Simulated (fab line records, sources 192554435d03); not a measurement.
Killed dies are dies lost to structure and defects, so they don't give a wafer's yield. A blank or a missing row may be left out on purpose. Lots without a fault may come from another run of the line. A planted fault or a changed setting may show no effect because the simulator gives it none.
Chamber matching | flow n5_finfet | N5_HKMG_FIN_STRIP_34 on rie_diel-03: 4 sister chambers
The step strips in CF4. 4 wafers are shown with their chamber, then 8 later ones without.

WAFERS WITH THEIR CHAMBER
wafer  | chamber | showerhead_plenum_p_Torr (Torr)
L079.3 | 0       | 1.88
L087.1 | 1       | 1.81
L087.5 | 2       | 1.80
L089.2 | 3       | 1.74

WAFERS WITHOUT THEIR CHAMBER
wafer  | showerhead_plenum_p_Torr (Torr)
L089.4 | 1.81
L089.5 | 1.80
L090.2 | 1.80
L090.3 | 1.74
L090.6 | 1.88
L092.2 | 1.81
L092.3 | 1.74
L092.4 | 1.79

WHICH CHAMBER EACH WENT THROUGH
wafer  | from the rows above | in truth
L089.4 | 1                   | 1
L089.5 | 2                   | 2
L090.2 | 2                   | 2
L090.3 | 3                   | 3
L090.6 | 0                   | 0
L092.2 | 1                   | 1
L092.3 | 3                   | 3
L092.4 | 2                   | 2
Placed correctly: 8 of 8. Can't be placed from these rows: 0. Placed wrongly: 0.
How it was worked out, from the rows above alone: a wafer's distance from a chamber is the root of the sum, over the readings, of the square of ((its reading less the chamber's mean) divided by the reading's scatter). The wafer belongs to the nearest chamber; if the next one is less than 2 further off, it can't be placed. A chamber's mean is the mean of its shown wafers. The scatter: with one shown wafer a chamber, the root of the mean of the squares of how far each hidden wafer lies from its nearest shown one.
